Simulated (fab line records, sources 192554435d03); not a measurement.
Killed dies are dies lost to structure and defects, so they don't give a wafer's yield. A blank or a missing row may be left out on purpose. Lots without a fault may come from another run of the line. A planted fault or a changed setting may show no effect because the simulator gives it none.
fab line records | flow n5_finfet
record lots=22 wafers=66 last_day=20
route steps=1938 shown BEOL_M1@787 BEOL_M2@881
lots that met no fault: from a run of the same line without faults
start_h: hours from the record's first day to the start of the lot's first wafer shown | wait_h: hours since the lot's step before | " the same as in the row above | L1.1+2: a row that stands for several wafers | - no value, or no start given | * or withheld: withheld | < > ~ a bound
route shown NAME@n: a module of which the file shows steps, and the number in the route of the first | usual: mean/standard deviation of fault-free wafers | same: alike in all rows | chamber/n: place in a boat | sites: the reading at each site | _std_site: their standard deviation | _edge_site: outer sites' mean less inner sites' | radius_mm: how far each site lies from the wafer's centre | mask NAME#n: copy n | behind: the tool/chamber that last shaped the wafer | hold: why the lot was held/for how many hours/how that ended | device: the transistor (n, p or np) that didn't switch | end of line: the same wafers' tests at the end of the route | a step without rows: its recipe alone | killed: dies lost to structure and defects at the first sort, not the wafer's yield | map: a wafer's dies, x killed, . not, _ none there
set.NAME: the setting as run; set.NAME@STEP: as run at that earlier step | model.NAME: the simulator's own value behind a step, which no gauge read
steps of the route over a sample of lots; a table a step, a row a wafer
services: from which hour (start_h, from the record's first day; less than 0 if before it) a tool's chamber was out of use, for how many hours, and why
## steps
# step N5_BEOL_M1_OVL_MEAS_29
# recipe points_per_wafer=522
# usual V0_OVL=-0.1/0.72
# columns lot.wafer tool chamber start_h wait_h V0_OVL[nm]
L074.2 overlay-01 0 126.63 0.0 -0.6
L074.4 " 0 " " 0.1
L074.6 " 0 " " -1.2
L075.2 overlay-02 0 131.30 0.0 1.5
L075.4 " 0 " " 0.4
L075.5 " 0 " " 0.3
L076.3 overlay-01 0 137.81 0.0 0.2
L076.4 " 0 " " -0.5
L076.5 " 0 " " -0.9
L077.1 overlay-01 0 141.41 0.0 0.5
L077.5 " 0 " " 0.0
L077.6 " 0 " " 0.0
L078.1 overlay-02 0 144.63 0.0 0.8
L078.4 " 0 " " 0.3
L078.5 " 0 " " 0.4
L079.1 overlay-01 0 157.66 0.0 -0.7
L079.2 " 0 " " -0.1
L079.3 " 0 " " -0.4
L080.1 overlay-01 0 161.54 0.0 -0.4
L080.2 " 0 " " -1.5
L080.4 " 0 " " -1.0
L081.2 overlay-01 0 163.24 0.0 -0.3
L081.3 " 0 " " -0.6
L081.4 " 0 " " 0.5
L083.1 overlay-02 0 178.66 0.0 1.8
L083.3 " 0 " " -0.6
L083.5 " 0 " " -0.6
L085.3 overlay-01 0 195.12 0.0 0.2
L085.4 " 0 " " -0.3
L085.6 " 0 " " 0.4
L086.2 overlay-02 0 199.12 0.0 -0.7
L086.3 " 0 " " -1.0
L086.5 " 0 " " 0.1
L087.1 overlay-02 0 206.70 0.0 -0.4
L087.2 " 0 " " -1.5
L087.5 " 0 " " -0.7
L088.1 overlay-02 0 218.49 0.0 1.1
L088.3 " 0 " " 1.0
L088.6 " 0 " " 0.2
L089.2 overlay-02 0 220.20 0.0 0.7
L089.3 " 0 " " -0.3
L089.5 " 0 " " 1.0
L090.4 overlay-02 0 224.67 0.0 0.3
L090.5 " 0 " " 0.4
L090.6 " 0 " " -0.4
L092.3 overlay-01 0 227.76 0.0 0.5
L092.4 " 0 " " -0.7
L092.5 " 0 " " 0.5
L091.2 overlay-02 0 236.49 0.0 -0.4
L091.4 " 0 " " -0.5
L091.6 " 0 " " 0.1
L093.1 overlay-02 0 238.93 0.0 1.5
L093.2 " 0 " " 1.0
L093.6 " 0 " " 1.3
L094.1 overlay-01 0 241.59 0.0 0.0
L094.2 " 0 " " 0.9
L094.6 " 0 " " 0.6
L095.2 overlay-02 0 245.00 0.0 -1.3
L095.3 " 0 " " -0.5
L095.6 " 0 " " -1.0
L096.1 overlay-01 0 255.32 0.0 -0.6
L096.2 " 0 " " -0.6
L096.4 " 0 " " -1.4
L097.1 overlay-02 0 269.10 0.0 -1.2
L097.2 " 0 " " -0.3
L097.4 " 0 " " -0.2
# step N5_BEOL_M1_STRIP_36
# recipe chemistry=N2/H2 power_w=450 temp_c=40 pressure_mtorr=20 rf_frequency_hz=6e+07 overash_fraction=0.3 bias_power_w=7 h2_frac=0.5 n2_flow_sccm=200 h2_flow_sccm=200
# usual drypump_motor_current_A=5.5/0.47 oes_product_au=0.78/0.1 rf_vpp_V=59.3/1.4 showerhead_plenum_p_Torr=2.55/0.095 throttle_valve_pct=23.35/0.19
# same overash_fraction=0.3
# columns lot.wafer tool chamber start_h wait_h drypump_motor_current_A oes_product_au rf_hours_counter_h rf_vpp_V showerhead_plenum_p_Torr throttle_valve_pct
L074.2 rie_diel-02 2 129.75 0.0 5.6 0.76 168 60.4 2.64 23.51
L074.4 " 0 " " 5.0 0.69 219 59.5 2.61 23.43
L074.6 " 1 " " 6.5 0.78 - 60.2 2.44 23.51
L075.2 rie_diel-02 1 133.13 0.0 6.5 0.77 113 56.6 2.44 23.48
L075.4 " 3 " " 6.0 0.73 174 58.7 2.40 23.16
L075.5 " 0 " " 5.0 0.68 - 59.7 2.61 23.45
L076.3 rie_diel-05 0 145.86 0.0 5.5 0.72 240 62.2 2.50 23.62
L076.4 " 2 " " 5.5 0.66 235 59.2 2.39 23.44
L076.5 " 0 " " 5.6 0.72 - 58.0 2.50 23.60
L077.1 rie_diel-03 2 155.82 0.0 5.7 0.69 227 61.2 2.61 23.46
L077.5 " 3 " " 5.2 0.86 - 61.0 2.59 23.55
L077.6 " 2 " " 5.6 0.70 - 60.8 2.61 23.46
L078.1 rie_diel-02 3 155.86 0.0 6.0 0.74 181 56.4 2.40 23.16
L078.4 " 0 " " 5.0 0.69 - 59.7 2.61 23.43
L078.5 " 2 " " 5.6 0.75 - 60.3 2.63 23.51
L079.1 rie_diel-03 3 160.48 0.0 5.2 0.86 48 60.5 2.59 23.57
L079.2 " 2 " " 5.6 0.69 228 59.4 2.61 23.45
L079.3 " 0 " " 5.1 0.72 192 60.0 2.62 23.39
L080.1 rie_diel-03 0 166.78 0.0 5.1 0.72 195 58.7 2.61 23.40
L080.2 " 3 " " 5.2 0.85 51 57.8 2.59 23.57
L080.4 " 2 " " 5.7 0.69 - 62.2 2.61 23.48
L081.2 rie_diel-05 3 167.25 0.0 4.9 0.71 217 59.5 2.59 23.23
L081.3 " 0 " " 5.6 0.70 246 57.1 2.50 23.62
L081.4 " 1 " " 5.4 0.88 44 58.2 2.69 23.02
L083.1 rie_diel-05 0 180.61 0.0 5.6 0.70 250 60.1 2.50 23.63
L083.3 " 1 " " 5.5 0.88 48 59.5 2.69 23.05
L083.5 " 1 " " 5.4 0.87 - 62.8 2.69 23.05
L085.3 rie_diel-02 3 219.08 0.0 6.0 0.72 199 58.4 2.39 23.21
L085.4 " 1 " " 6.4 0.77 137 59.1 2.43 23.55
L085.6 " 0 " " 5.0 0.66 - 58.4 2.60 23.45
L086.2 rie_diel-03 0 229.61 0.0 5.1 0.71 214 59.3 2.61 23.43
L086.3 " 3 " " 5.2 0.82 71 60.3 2.58 23.58
L086.5 " 0 " " 5.1 0.71 - 57.9 2.61 23.40
L087.1 rie_diel-05 3 235.96 0.0 4.9 0.70 239 59.7 2.58 23.24
L087.2 " 1 " " 5.4 0.85 71 59.5 2.68 23.09
L087.5 " 0 " " 5.6 0.97 - 59.4 2.49 23.34
L088.1 rie_diel-03 3 239.77 0.0 5.2 0.81 75 59.4 2.58 23.58
L088.3 " 1 " " 6.4 0.90 15 59.6 2.48 23.07
L088.6 " 1 " " 6.3 0.91 - 59.0 2.48 23.09
L089.2 rie_diel-05 0 239.78 0.0 5.6 0.96 12 56.8 2.49 23.39
L089.3 " 3 " " 5.0 0.68 241 58.3 2.58 23.23
L089.5 " 1 " " 5.4 0.84 - 58.4 2.68 23.10
L090.4 rie_diel-02 3 244.89 0.0 6.0 0.72 - 59.3 2.39 23.19
L090.5 " 1 " " 6.4 0.75 - 58.9 2.42 23.59
L090.6 " 2 " " 5.5 0.72 - 57.1 2.62 23.53
L092.3 rie_diel-02 1 248.71 0.0 6.4 0.75 147 58.7 2.42 23.56
L092.4 " 1 " " 6.4 0.76 - 57.2 2.42 23.58
L092.5 " 2 " " 5.6 0.73 - 59.1 2.62 23.54
L091.2 rie_diel-03 0 256.29 0.0 5.1 0.70 219 57.3 2.60 23.42
L091.4 " 1 " " 6.3 0.89 15 59.6 2.48 23.10
L091.6 " 3 " " 5.2 0.80 - 58.7 2.58 23.58
L095.2 rie_diel-02 3 256.77 0.0 6.0 0.71 217 57.2 2.38 23.21
L095.3 " 2 " " 5.6 0.73 215 59.4 2.62 23.55
L095.6 " 0 " " 5.0 1.01 - 57.2 2.60 22.92
L093.1 rie_diel-05 1 261.57 0.0 5.4 0.83 80 62.3 2.67 23.11
L093.2 " 2 " " 5.6 0.97 8 59.7 2.70 23.34
L093.6 " 1 " " 5.4 0.83 - 59.2 2.67 23.13
L094.1 rie_diel-03 0 264.22 0.0 5.1 0.70 221 57.5 2.60 23.43
L094.2 " 3 " " 5.1 0.80 78 59.8 2.57 23.58
L094.6 " 2 " " 5.7 1.00 - 60.3 2.60 23.22
L096.1 rie_diel-05 3 264.42 0.0 5.0 0.68 249 59.8 2.57 23.26
L096.2 " 1 " " 5.4 0.84 81 60.5 2.67 23.09
L096.4 " 2 " " 5.6 0.96 8 57.1 2.70 23.30
L097.1 rie_diel-02 1 272.42 0.0 6.4 0.74 155 60.5 2.42 23.57
L097.2 " 2 " " 5.6 0.72 218 60.7 2.62 23.55
L097.4 " 0 " " 5.0 0.97 4 60.9 2.60 22.92
# step N5_BEOL_M1_TRENCH_ETCH_37
# recipe chemistry=C4F6/O2 target_depth_a=552.07 target=SiOC time_s=29 ion_energy_ev=250 pressure_mtorr=30 source_w=355 bias_w=185 Ar_flow_sccm=300 C4F6_flow_sccm=10 O2_flow_sccm=10
# usual O2_flow_sccm=10.001/0.029 drypump_motor_current_A=5.5/0.46 oes_ar_750_au=0.78/0.095 oes_product_au=0.78/0.1 rf_fwd_power_W=349.5/1.9 rf_vpp_V=675/8.7 showerhead_plenum_p_Torr=2.87/0.094 throttle_valve_pct=20.74/0.21
# columns lot.wafer tool chamber start_h wait_h O2_flow_sccm drypump_motor_current_A oes_ar_750_au oes_product_au rf_fwd_power_W rf_hours_counter_h rf_vpp_V showerhead_plenum_p_Torr throttle_valve_pct
L074.2 rie_diel-02 2 - - 10.015 5.6 0.74 0.74 347.6 168 673 2.92 20.49
L074.4 " 0 " " 10.041 5.0 0.71 0.71 349.0 219 677 2.93 20.59
L074.6 " 1 " " 9.936 6.5 0.78 0.79 353.6 - 672 2.76 21.02
L075.2 rie_diel-02 1 - - 10.020 6.4 0.79 0.79 353.2 113 672 2.76 20.98
L075.4 " 3 " " 9.938 6.0 0.75 0.74 349.9 174 665 2.74 20.91
L075.5 " 0 " " 9.996 5.0 0.71 0.70 349.1 - 675 2.93 20.58
L076.3 rie_diel-05 0 - - 9.960 5.6 0.71 0.70 352.1 240 658 2.80 21.02
L076.4 " 2 " " 10.021 5.6 0.67 0.67 346.1 235 680 2.70 20.89
L076.5 " 0 " " 9.991 5.6 0.70 0.69 352.7 - 657 2.80 20.99
L077.1 rie_diel-03 2 - - 9.994 5.6 0.68 0.68 350.8 227 677 2.91 20.66
L077.5 " 3 " " 10.019 5.2 0.83 0.86 346.6 - 687 2.92 20.77
L077.6 " 2 " " 10.039 5.7 0.67 0.68 350.9 - 677 2.91 20.66
L078.1 rie_diel-02 3 - - 9.951 6.0 0.74 0.74 348.6 181 665 2.74 20.93
L078.4 " 0 " " 10.045 5.0 0.71 0.70 348.7 - 676 2.92 20.58
L078.5 " 2 " " 10.017 5.6 0.73 0.73 346.9 - 673 2.92 20.51
L079.1 rie_diel-03 3 - - 9.957 5.2 0.83 0.86 348.4 48 686 2.92 20.75
L079.2 " 2 " " 10.023 5.6 0.68 0.68 351.7 228 678 2.91 20.67
L079.3 " 0 " " 10.026 5.1 0.73 0.74 348.5 192 684 2.93 20.76
L080.1 rie_diel-03 0 - - 10.014 5.1 0.72 0.74 349.6 195 684 2.92 20.77
L080.2 " 3 " " 9.983 5.2 0.83 0.84 348.6 51 686 2.91 20.77
L080.4 " 2 " " 9.996 5.6 0.68 0.67 351.1 - 678 2.90 20.68
L081.2 rie_diel-05 3 - - 10.054 4.9 0.69 0.70 351.2 217 684 2.93 20.84
L081.3 " 0 " " 10.035 5.5 0.70 0.70 350.3 246 660 2.79 21.00
L081.4 " 1 " " 10.019 5.4 0.88 0.89 350.9 44 683 3.03 20.69
L083.1 rie_diel-05 0 - - 10.026 5.6 0.70 0.70 351.5 250 659 2.79 21.00
L083.3 " 1 " " 9.956 5.4 0.88 0.88 350.8 48 680 3.03 20.68
L083.5 " 1 " " 9.939 5.4 0.87 0.88 351.2 - 683 3.03 20.67
L085.3 rie_diel-02 3 - - 10.003 6.0 0.73 0.72 348.0 199 665 2.73 20.95
L085.4 " 1 " " 9.995 6.4 0.76 0.75 352.7 137 671 2.75 21.02
L085.6 " 0 " " 10.013 5.0 0.70 0.68 347.3 - 676 2.92 20.63
L086.2 rie_diel-03 0 - - 10.056 5.1 0.72 0.72 348.0 214 684 2.92 20.80
L086.3 " 3 " " 10.018 5.2 0.80 0.82 347.6 71 685 2.90 20.80
L086.5 " 0 " " 9.998 5.1 0.72 0.72 348.9 - 682 2.91 20.81
L087.1 rie_diel-05 3 - - 9.976 4.9 0.67 0.68 350.0 239 686 2.92 20.88
L087.2 " 1 " " 9.965 5.5 0.85 0.85 350.1 71 682 3.02 20.71
L087.5 " 0 " " 9.996 5.6 0.94 0.96 351.2 - 660 2.79 20.70
L088.1 rie_diel-03 3 - - 10.008 5.1 0.79 0.82 347.4 75 686 2.90 20.81
L088.3 " 1 " " 9.989 6.3 0.92 0.92 349.0 15 665 2.80 20.38
L088.6 " 1 " " 10.012 6.4 0.93 0.92 349.2 - 664 2.80 20.40
L089.2 rie_diel-05 0 - - 9.977 5.6 0.94 0.95 350.4 12 660 2.79 20.68
L089.3 " 3 " " 9.998 5.0 0.67 0.69 348.9 241 686 2.92 20.87
L089.5 " 1 " " 9.986 5.5 0.84 0.85 350.5 - 682 3.02 20.72
L090.4 rie_diel-02 3 - - 10.008 6.1 0.72 0.71 346.4 - 665 2.73 20.96
L090.5 " 1 " " 9.966 6.4 0.76 0.74 352.0 - 670 2.75 21.06
L090.6 " 2 " " 10.013 5.6 0.71 0.71 347.1 - 673 2.91 20.56
L092.3 rie_diel-02 1 - - 10.030 6.4 0.75 0.75 352.4 147 671 2.75 21.04
L092.4 " 1 " " 9.984 6.4 0.76 0.74 353.2 - 670 2.75 21.05
L092.5 " 2 " " 9.980 5.5 0.71 0.71 346.2 - 672 2.90 20.56
L091.2 rie_diel-03 0 - - 9.997 5.1 0.71 0.71 349.7 219 683 2.91 20.81
L091.4 " 1 " " 10.026 6.3 0.92 0.92 351.5 15 666 2.80 20.39
L091.6 " 3 " " 10.029 5.1 0.79 0.81 347.8 - 686 2.90 20.81
L095.2 rie_diel-02 3 - - 10.015 6.0 0.72 0.70 348.4 217 663 2.72 20.98
L095.3 " 2 " " 9.983 5.6 0.71 0.71 347.8 215 673 2.90 20.58
L095.6 " 0 " " 10.002 5.0 1.00 1.01 347.4 - 675 2.91 20.16
L093.1 rie_diel-05 1 - - 9.985 5.4 0.83 0.85 351.1 80 681 3.01 20.72
L093.2 " 2 " " 10.012 5.6 0.95 0.98 347.0 8 677 3.03 20.65
L093.6 " 1 " " 9.981 5.4 0.83 0.84 349.3 - 682 3.01 20.73
L094.1 rie_diel-03 0 - - 9.984 5.1 0.71 0.71 349.3 221 683 2.91 20.82
L094.2 " 3 " " 9.970 5.1 0.79 0.79 347.4 78 686 2.90 20.79
L094.6 " 2 " " 9.974 5.7 0.95 0.98 352.6 - 676 2.90 20.36
L096.1 rie_diel-05 3 - - 9.971 5.0 0.67 0.67 350.7 249 685 2.92 20.88
L096.2 " 1 " " 10.041 5.4 0.83 0.84 350.2 81 683 3.01 20.73
L096.4 " 2 " " 10.010 5.6 0.96 0.98 346.6 8 676 3.03 20.64
L097.1 rie_diel-02 1 - - 9.985 6.4 0.75 0.74 351.1 155 672 2.75 21.07
L097.2 " 2 " " 9.978 5.6 0.70 0.70 347.7 218 672 2.90 20.57
L097.4 " 0 " " 10.003 5.0 0.97 0.98 348.2 4 674 2.91 20.18
# step N5_BEOL_M1_PRE_CLEAN_45
# recipe gas=H2/He time_s=30 temp_c=250
# usual heater_power_w=336/32 susceptor_temp_C=250.03/0.2
# columns lot.wafer tool chamber start_h wait_h heater_power_w susceptor_temp_C
L074.2 pvd_sputter-01 - 130.39 0.0 337 249.90
L074.4 " - " " 288 250.06
L074.6 " - " " 281 249.94
L075.2 pvd_sputter-02 - 133.59 0.0 382 249.92
L075.4 " - " " 326 250.04
L075.5 " - " " 355 249.90
L076.3 pvd_sputter-03 - 146.68 0.0 324 249.86
L076.4 " - " " 326 250.11
L076.5 " - " " 317 249.98
L077.1 pvd_sputter-01 - 156.39 0.0 332 250.08
L077.5 " - " " 339 250.15
L077.6 " - " " 334 250.12
L078.1 pvd_sputter-02 - 156.48 0.0 339 250.10
L078.4 " - " " 354 249.64
L078.5 " - " " 335 250.07
L079.1 pvd_sputter-03 - 161.25 0.0 330 249.84
L079.2 " - " " 404 249.82
L079.3 " - " " 291 250.01
L080.1 pvd_sputter-02 - 167.61 0.0 314 250.24
L080.2 " - " " 374 250.21
L080.4 " - " " 352 250.22
L081.2 pvd_sputter-02 - 168.35 0.0 355 250.39
L081.3 " - " " 319 250.07
L081.4 " - " " 385 250.23
L083.1 pvd_sputter-03 - 181.28 0.0 301 250.24
L083.3 " - " " 318 250.08
L083.5 " - " " 326 250.15
L085.3 pvd_sputter-02 - 219.74 0.0 385 249.89
L085.4 " - " " 362 250.02
L085.6 " - " " 354 249.66
L086.2 pvd_sputter-03 - 230.05 0.0 329 249.99
L086.3 " - " " 410 250.04
L086.5 " - " " 293 249.70
L087.1 pvd_sputter-03 - 236.60 0.0 405 250.20
L087.2 " - " " 329 249.80
L087.5 " - " " 326 249.99
L088.1 pvd_sputter-02 - 240.42 0.0 330 250.07
L088.3 " - " " 359 250.14
L088.6 " - " " 354 249.97
L089.2 pvd_sputter-01 - 240.59 0.0 345 249.88
L089.3 " - " " 325 249.81
L089.5 " - " " 288 249.75
L090.4 pvd_sputter-01 - 245.71 0.0 346 250.15
L090.5 " - " " 355 249.95
L090.6 " - " " 284 250.01
L092.3 pvd_sputter-03 - 249.49 0.0 332 250.18
L092.4 " - " " 406 250.23
L092.5 " - " " 319 249.97
L091.2 pvd_sputter-01 - 257.22 0.0 342 250.25
L091.4 " - " " 334 249.73
L091.6 " - " " 331 249.67
L095.2 pvd_sputter-01 - 257.38 0.0 296 249.89
L095.3 " - " " 357 250.14
L095.6 " - " " 350 250.15
L093.1 pvd_sputter-02 - 262.03 0.0 358 249.66
L093.2 " - " " 322 249.94
L093.6 " - " " 361 249.81
L094.1 pvd_sputter-02 - 264.66 0.0 376 250.06
L094.2 " - " " 330 249.90
L094.6 " - " " 326 249.86
L096.1 pvd_sputter-03 - 264.87 0.0 403 249.90
L096.2 " - " " 325 249.64
L096.4 " - " " 317 249.85
L097.1 pvd_sputter-03 - 273.19 0.0 323 250.15
L097.2 " - " " 398 249.81
L097.4 " - " " 323 250.09
# step N5_BEOL_M1_ANNEAL_95
# recipe temp_c=400 time_s=240 ambient=vacuum
# usual heater_power_w=854/83 susceptor_temp_C=399.98/0.21
# columns lot.wafer tool chamber start_h wait_h heater_power_w susceptor_temp_C
L074.2 pvd_sputter-02 - 132.83 0.0 867 399.88
L074.4 " - " " 788 400.05
L074.6 " - " " 834 399.72
L075.2 pvd_sputter-03 - 136.00 0.0 801 400.47
L075.4 " - " " 1007 400.10
L075.5 " - " " 800 399.98
L076.3 pvd_sputter-03 - 149.18 0.0 810 399.98
L076.4 " - " " 991 400.12
L076.5 " - " " 811 399.78
L077.1 pvd_sputter-02 - 158.98 0.0 834 399.79
L077.5 " - " " 906 400.34
L077.6 " - " " 826 400.08
L078.1 pvd_sputter-03 - 160.67 0.0 996 400.31
L078.4 " - " " 723 400.06
L078.5 " - " " 809 400.14
L079.1 pvd_sputter-03 - 163.81 0.0 1003 399.81
L079.2 " - " " 791 399.97
L079.3 " - " " 732 400.22
L080.1 pvd_sputter-02 - 170.09 0.0 799 399.68
L080.2 " - " " 839 399.84
L080.4 " - " " 936 400.22
L081.2 pvd_sputter-03 - 172.23 0.0 750 400.34
L081.3 " - " " 1003 400.01
L081.4 " - " " 733 399.80
L083.1 pvd_sputter-02 - 184.56 0.0 901 399.66
L083.3 " - " " 832 399.98
L083.5 " - " " 807 400.18
L085.3 pvd_sputter-02 - 221.97 0.0 759 399.95
L085.4 " - " " 902 400.17
L085.6 " - " " 835 400.08
L086.2 pvd_sputter-02 - 232.24 0.0 984 399.96
L086.3 " - " " 789 399.71
L086.5 " - " " 809 400.03
L087.1 pvd_sputter-02 - 238.94 0.0 795 399.99
L087.2 " - " " 846 399.94
L087.5 " - " " 776 400.14
L088.1 pvd_sputter-01 - 242.87 0.0 823 399.71
L088.3 " - " " 869 400.40
L088.6 " - " " 814 399.83
L089.2 pvd_sputter-03 - 244.58 0.0 812 399.93
L089.3 " - " " 828 399.84
L089.5 " - " " 746 399.77
L090.4 pvd_sputter-03 - 248.07 0.0 799 399.79
L090.5 " - " " 796 399.83
L090.6 " - " " 987 400.41
L092.3 pvd_sputter-02 - 252.98 0.0 973 400.19
L092.4 " - " " 917 399.65
L092.5 " - " " 964 400.14
L091.2 pvd_sputter-01 - 259.56 0.0 822 400.22
L091.4 " - " " 732 399.74
L091.6 " - " " 713 399.64
L093.1 pvd_sputter-02 - 264.20 0.0 853 399.97
L093.2 " - " " 874 400.36
L093.6 " - " " 783 399.60
L094.1 pvd_sputter-02 - 266.91 0.0 860 400.10
L094.2 " - " " 924 399.99
L094.6 " - " " 955 399.82
L096.1 pvd_sputter-02 - 268.79 0.0 903 399.94
L096.2 " - " " 783 399.80
L096.4 " - " " 940 400.03
L095.2 pvd_sputter-01 - 272.30 0.0 855 400.06
L095.3 " - " " 828 399.85
L095.6 " - " " 846 399.96
L097.1 pvd_sputter-02 - 275.48 0.0 974 399.71
L097.2 " - " " 793 399.68
L097.4 " - " " 838 399.89
# step N5_BEOL_M2_ETCH_69
# recipe chemistry=CF4 target=SiARC target_depth_a=156 mask_material=CAR-EUV time_s=26 ion_energy_ev=80 pressure_mtorr=40 source_w=545 bias_w=36 Ar_flow_sccm=100 cf4_flow_sccm=100 ends=cleared
# usual drypump_motor_current_A=5.7/0.36 etch_rf_on_time_s=26.0/0.5 oes_product_au=0.70/0.076 rf_fwd_power_W=531.9/2.1 rf_vpp_V=184.5/1.1 showerhead_plenum_p_Torr=2.19/0.046 throttle_valve_pct=15.4/0.34
# columns lot.wafer tool chamber start_h wait_h drypump_motor_current_A etch_rf_on_time_s oes_product_au rf_fwd_power_W rf_hours_counter_h rf_vpp_V showerhead_plenum_p_Torr throttle_valve_pct
L074.2 rie_diel-01 0 137.90 0.0 5.9 26.2 0.81 535.3 4 184.8 2.28 15.0
L074.4 " 1 " " 5.3 26.6 0.63 532.5 189 184.8 2.23 15.8
L074.6 " 1 " " 5.3 26.4 0.63 532.6 - 184.5 2.23 15.8
L075.2 rie_diel-01 1 141.43 0.0 5.3 26.6 0.62 531.2 190 184.6 2.23 15.8
L075.4 " 2 " " 5.9 26.5 0.71 534.3 47 186.3 2.24 15.2
L075.5 " 2 " " 5.9 26.6 0.71 534.2 - 185.5 2.24 15.2
L076.3 rie_diel-01 2 153.72 0.0 6.0 26.4 0.71 534.9 52 186.1 2.24 15.2
L076.4 " 3 " " 5.2 25.1 0.76 530.4 36 184.7 2.19 15.3
L076.5 " 3 " " 5.2 24.8 0.77 529.1 - 184.1 2.19 15.3
L077.1 rie_diel-04 0 162.42 0.0 6.1 25.8 0.81 530.2 21 184.5 2.19 15.1
L077.5 " 0 " " 6.1 25.7 0.80 529.8 - 184.7 2.19 15.1
L077.6 " 3 " " 5.5 25.7 0.81 531.9 - 183.9 2.20 15.1
L078.1 rie_diel-04 0 165.30 0.0 6.1 25.9 0.80 527.4 22 184.4 2.19 15.1
L078.4 " 1 " " 6.2 26.0 0.63 531.5 195 184.1 2.21 16.0
L078.5 " 1 " " 6.2 25.8 0.62 531.6 - 183.9 2.21 16.0
L079.1 rie_diel-04 0 168.96 0.0 6.1 26.0 0.80 529.3 23 184.3 2.19 15.1
L079.2 " 3 " " 5.5 26.0 0.79 530.5 5 185.5 2.20 15.1
L079.3 " 2 " " 5.9 26.4 0.62 532.4 196 184.0 2.12 15.7
L080.1 rie_diel-01 0 173.70 0.0 5.9 26.5 0.77 532.6 17 183.8 2.28 15.1
L080.2 " 1 " " 5.3 26.8 0.60 529.8 203 184.5 2.22 15.8
L080.4 " 2 " " 5.9 26.2 0.71 535.0 - 184.7 2.24 15.2
L081.2 rie_diel-04 1 178.55 0.0 6.2 25.7 0.63 532.9 199 184.5 2.21 16.0
L081.3 " 2 " " 5.9 26.5 0.61 531.5 200 183.3 2.12 15.7
L081.4 " 3 " " 5.5 26.0 0.78 531.9 9 185.2 2.19 15.1
L083.1 rie_diel-06 2 189.46 0.0 5.6 25.6 0.58 532.2 253 184.6 2.19 15.6
L083.3 " 0 " " 5.2 26.1 0.81 532.9 6 184.4 2.19 15.0
L083.5 " 2 " " 5.6 25.7 0.58 531.9 - 182.7 2.19 15.6
L085.3 rie_diel-04 1 224.89 0.0 6.2 25.4 0.62 532.1 213 185.5 2.21 16.0
L085.4 " 2 " " 5.9 26.3 0.61 531.4 215 182.7 2.12 15.7
L085.6 " 2 " " 5.9 26.0 0.61 533.7 - 183.6 2.12 15.7
L086.2 rie_diel-04 2 236.05 0.0 5.9 26.4 0.60 531.4 220 183.3 2.12 15.7
L086.3 " 0 " " 6.1 25.4 0.78 534.3 45 184.1 2.18 15.1
L086.5 " 1 " " 6.2 25.4 0.61 530.9 - 184.7 2.21 16.0
L087.1 rie_diel-06 2 242.45 0.0 5.6 25.6 0.79 531.9 12 184.4 2.18 15.1
L087.2 " 3 " " 4.9 26.7 0.59 532.1 228 182.5 2.04 15.7
L087.5 " 1 " " 5.6 26.2 0.67 530.3 - 185.0 2.15 15.7
L088.1 rie_diel-04 2 246.99 0.0 6.0 26.8 0.60 531.2 224 185.0 2.12 15.7
L088.3 " 0 " " 6.1 25.5 0.77 529.1 49 184.2 2.18 15.1
L088.6 " 0 " " 6.1 25.7 0.76 528.1 - 185.7 2.18 15.1
L089.2 rie_diel-04 1 247.97 0.0 6.1 25.4 0.62 530.8 221 184.0 2.20 16.0
L089.3 " 3 " " 5.5 25.9 0.74 532.1 33 183.9 2.19 15.2
L089.5 " 3 " " 5.5 25.8 0.73 529.7 - 183.9 2.19 15.2
L090.4 rie_diel-04 0 251.47 0.0 6.1 25.8 0.77 528.6 50 183.6 2.18 15.1
L090.5 " 1 " " 6.2 25.9 0.61 530.9 - 183.9 2.20 16.1
L090.6 " 2 " " 5.9 26.5 0.60 526.5 - 183.2 2.12 15.7
L092.3 rie_diel-06 1 258.38 0.0 5.6 26.9 0.66 531.6 108 185.2 2.14 15.7
L092.4 " 3 " " 4.9 26.9 0.58 530.9 233 182.1 2.04 15.7
L092.5 " 3 " " 4.9 26.9 0.58 528.2 - 181.2 2.04 15.7
L091.2 rie_diel-04 1 263.23 0.0 6.3 25.6 0.61 529.5 226 184.7 2.20 16.0
L091.4 " 2 " " 5.9 26.5 0.60 531.8 229 183.8 2.11 15.7
L091.6 " 2 " " 5.9 26.7 0.60 532.1 - 183.7 2.11 15.7
L093.1 rie_diel-01 1 269.05 0.0 5.3 26.3 0.60 530.4 237 183.7 2.21 15.9
L093.2 " 2 " " 5.9 26.6 0.66 535.6 95 184.5 2.23 15.3
L093.6 " 3 " " 5.2 25.0 0.73 535.1 - 183.9 2.18 15.4
L094.1 rie_diel-04 1 270.37 0.0 6.3 25.9 0.61 529.7 228 184.9 2.20 16.1
L094.2 " 2 " " 5.9 26.5 0.60 531.9 231 182.9 2.11 15.8
L094.6 " 3 " " 5.4 26.0 0.73 532.9 - 185.4 2.18 15.2
L096.1 rie_diel-04 2 271.89 0.0 5.9 26.7 0.59 531.7 232 184.5 2.11 15.8
L096.2 " 3 " " 5.5 25.8 0.72 529.1 41 186.2 2.18 15.2
L096.4 " 0 " " 6.1 25.5 0.75 529.6 56 184.5 2.18 15.1
L095.2 rie_diel-01 0 276.05 0.0 5.9 26.2 0.72 537.7 54 184.1 2.26 15.2
L095.3 " 3 " " 5.2 25.1 0.73 533.7 62 182.8 2.18 15.4
L095.6 " 0 " " 5.9 26.2 0.72 535.7 - 186.4 2.26 15.2
L097.1 rie_diel-06 3 278.46 0.0 5.0 27.0 0.57 531.1 241 183.0 2.04 15.8
L097.2 " 2 " " 5.6 26.0 0.77 532.5 26 183.4 2.18 15.1
L097.4 " 1 " " 5.5 26.5 0.66 531.8 116 184.0 2.14 15.7
## services
# columns tool chamber start_h hours kind
rie_diel-03 - 107.77 2.8 pm
rie_diel-01 1 111.49 9.7 repair
rie_diel-02 1 125.47 2.9 repair
rie_diel-06 0 130.10 4.0 repair
pvd_sputter-01 - 133.60 1.9 repair
pvd_sputter-01 - 143.27 4.6 repair
rie_diel-05 - 154.02 2.8 pm
rie_diel-02 1 154.53 9.8 repair
rie_diel-03 1 154.81 - clean
rie_diel-01 3 156.77 43.4 repair
rie_diel-04 1 171.89 1.4 repair
rie_diel-05 3 171.94 12.6 repair
rie_diel-06 3 181.80 17.0 repair
rie_diel-03 0 202.03 2.2 repair
rie_diel-01 - 202.64 0.5 repair
rie_diel-02 1 229.90 7.5 repair
rie_diel-02 0 237.40 - clean
rie_diel-02 0 237.40 - consumable_replace:focus_ring
rie_diel-02 0 237.40 18.5 scheduled_down
rie_diel-02 0 237.40 18.5 vent_cycle
rie_diel-03 - 240.30 14.6 pm
rie_diel-01 - 252.18 2.8 pm
rie_diel-05 1 270.40 3.0 repair
rie_diel-02 0 274.42 7.1 repair
## key
fault none
